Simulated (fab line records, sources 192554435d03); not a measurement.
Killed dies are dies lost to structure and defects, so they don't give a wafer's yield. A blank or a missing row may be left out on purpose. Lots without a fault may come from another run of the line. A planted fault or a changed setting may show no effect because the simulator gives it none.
Chamber matching | flow n5_finfet | N5_HKMG_FIN_ETCH_67 on rie_diel-03: 4 sister chambers
The step etches SOC in N2/H2, stops on TiN, target depth 388.9 nm. 4 wafers are shown with their chamber, then 7 later ones without.

WAFERS WITH THEIR CHAMBER
wafer  | chamber | drypump_motor_current_A (A)
L080.5 | 0       | 5.3
L083.3 | 1       | 5.4
L087.1 | 3       | 6.4
L087.5 | 2       | 4.7

WAFERS WITHOUT THEIR CHAMBER
wafer  | drypump_motor_current_A (A)
L087.6 | 5.4
L095.1 | 4.7
L095.5 | 5.4
L095.6 | 4.7
L096.1 | 4.7
L096.2 | 5.4
L096.4 | 5.2

WHICH CHAMBER EACH WENT THROUGH
wafer  | from the rows above | in truth
L087.6 | 1                   | 1
L095.1 | 2                   | 2
L095.5 | 1                   | 1
L095.6 | 2                   | 2
L096.1 | 2                   | 2
L096.2 | 1                   | 1
L096.4 | 0                   | 0
Placed correctly: 7 of 7. Can't be placed from these rows: 0. Placed wrongly: 0.
How it was worked out, from the rows above alone: a wafer's distance from a chamber is the root of the sum, over the readings, of the square of ((its reading less the chamber's mean) divided by the reading's scatter). The wafer belongs to the nearest chamber; if the next one is less than 2 further off, it can't be placed. A chamber's mean is the mean of its shown wafers. The scatter: with one shown wafer a chamber, the root of the mean of the squares of how far each hidden wafer lies from its nearest shown one.
